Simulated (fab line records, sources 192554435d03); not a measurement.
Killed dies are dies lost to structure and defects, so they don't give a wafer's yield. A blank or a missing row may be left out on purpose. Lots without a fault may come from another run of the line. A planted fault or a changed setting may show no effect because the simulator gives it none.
A struck lot beside a sound one | flow n5_finfet | 14 steps out of a route of 1938
Sound: wafers L711.1, L711.2, L711.4. Struck: wafers L696.1, L696.3, L696.5. The cause comes at the end.
At each step with rows: each side's tool, then ch and its chambers, then its first start. Under that, the readings that differ: sound wafers | struck wafers | difference of the means | sigmas: that difference in standard deviations of wafers without a fault.
alike: readings whose means differ by less than 2 such deviations, and words and numbers that are the same on both sides. not compared: withheld readings, readings that some wafer has no value for, bounds like >300 that may hide the same value, and numbers for which the record gives no deviation and whose values overlap.
The two part at a step that has a row with sigmas, a row that says differs or no value, or rows on one side only. Numbers that don't overlap but have no deviation are shown without sigmas and don't part them. A reading that every wafer of one side lacks parts them only if that side has two wafers or more.

N5_BEOL_M7_OVL_MEAS_29:
  sound on overlay-02 ch 0, day 14 19:41; struck on overlay-02 ch 0, day 11 07:03
  alike: V6_OVL
N5_BEOL_M7_INSPECT_30: inspects for defects (brightfield).
  sound on defect_inspect-02, day 14 19:45; struck on defect_inspect-02, day 11 07:06
  alike: raw_defect_count
then, 1 step without rows for these wafers: N5_BEOL_M7_DESCUM_33 (chemistry O2, time 7 s).
N5_BEOL_M7_ETCH_72: etches underlayer in N2/H2, target depth 6.5 nm, time 5.2 s.
  sound on rie_diel-03 ch 0,1, day 14 19:49; struck on rie_diel-03 ch 1,2, day 11 07:32
  alike: bias_w, drypump_motor_current_A, etch_rf_on_time_s, oes_product_au, rf_fwd_power_W, rf_vpp_V, showerhead_plenum_p_Torr, throttle_valve_pct
  not compared: rf_hours_counter_h
N5_BEOL_M7_ETCH_65: etches SiARC in CF4, target depth 15.6 nm, time 26 s.
  sound on rie_diel-03 ch 0,1, day 14 19:50; struck on rie_diel-03 ch 1,2, day 11 07:33
  alike: bias_w, drypump_motor_current_A, etch_rf_on_time_s, oes_product_au, rf_fwd_power_W, rf_vpp_V, showerhead_plenum_p_Torr, throttle_valve_pct
  not compared: rf_hours_counter_h
N5_BEOL_M7_ETCH_66: etches SOC in N2/H2, target depth 80 nm, overetch 16 nm, time 120 s.
  sound on rie_diel-03 ch 0,1, day 14 19:52; struck on rie_diel-03 ch 1,2, day 11 07:35
  alike: bias_w, drypump_motor_current_A, oes_product_au, rf_fwd_power_W, rf_vpp_V, showerhead_plenum_p_Torr, throttle_valve_pct
  not compared: rf_hours_counter_h
then, 4 steps without rows for these wafers: N5_BEOL_M7_STRIP_69 (strips in N2/H2); N5_BEOL_M7_STRIP_73 (strips in N2/H2); N5_BEOL_M7_VIA_ETCH_34 (etches SiCOH lowk in C4F6/O2, target depth 125.5 nm, time 50.5 s); N5_BEOL_M7_STRIP_76 (strips in C4F6/O2).
N5_BEOL_M7_STRIP_36: strips in N2/H2.
  sound on rie_diel-03 ch 0,1, day 14 20:01; struck on rie_diel-03 ch 1,2, day 11 07:44
  alike: drypump_motor_current_A, oes_product_au, rf_vpp_V, showerhead_plenum_p_Torr, throttle_valve_pct
  not compared: rf_hours_counter_h
N5_BEOL_M7_TRENCH_ETCH_37: etches SiCOH lowk in C4F6/O2, target depth 93.478 nm, time 31.2 s.
  sound on rie_diel-03 ch 0,1; struck on rie_diel-03 ch 1,2
  alike: bias_w, drypump_motor_current_A, oes_product_au, rf_fwd_power_W, rf_vpp_V, showerhead_plenum_p_Torr, throttle_valve_pct
  not compared: rf_hours_counter_h
N5_BEOL_M7_ETCH_41: etches SiCN in CH3F/O2, target depth 31.9 nm, time 57.8 s.
  sound on rie_diel-03 ch 0,1, day 14 20:05; struck on rie_diel-03 ch 1,2, day 11 07:48
  reading                  | sound             | struck            | difference | sigmas
  bias_w (W)               | 75.47 74.84 75.04 | 61.40 61.66 61.74 | -13.52     | -64
  rf_vpp_V (V)             | 298.7 298.5 298.3 | 263.0 262.2 260.3 | -36.7      | -26
  model.etch.depth_nm (nm) | 22.36 21.75 22.22 | 20.76 20.57 20.67 | -1.44      |
  alike: drypump_motor_current_A, oes_product_au, rf_fwd_power_W, showerhead_plenum_p_Torr, throttle_valve_pct
  not compared: rf_hours_counter_h
then, 1 step without rows for these wafers: N5_BEOL_M7_STRIP_80 (strips in N2/H2, time 10 s).

WHERE THEY PART
Only at N5_BEOL_M7_ETCH_41, within this record.

WHY: what the simulator had put in
Process parameter drift: rie_diel-03, from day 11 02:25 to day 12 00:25, at N5_BEOL_M7_ETCH_41. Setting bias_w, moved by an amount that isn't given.
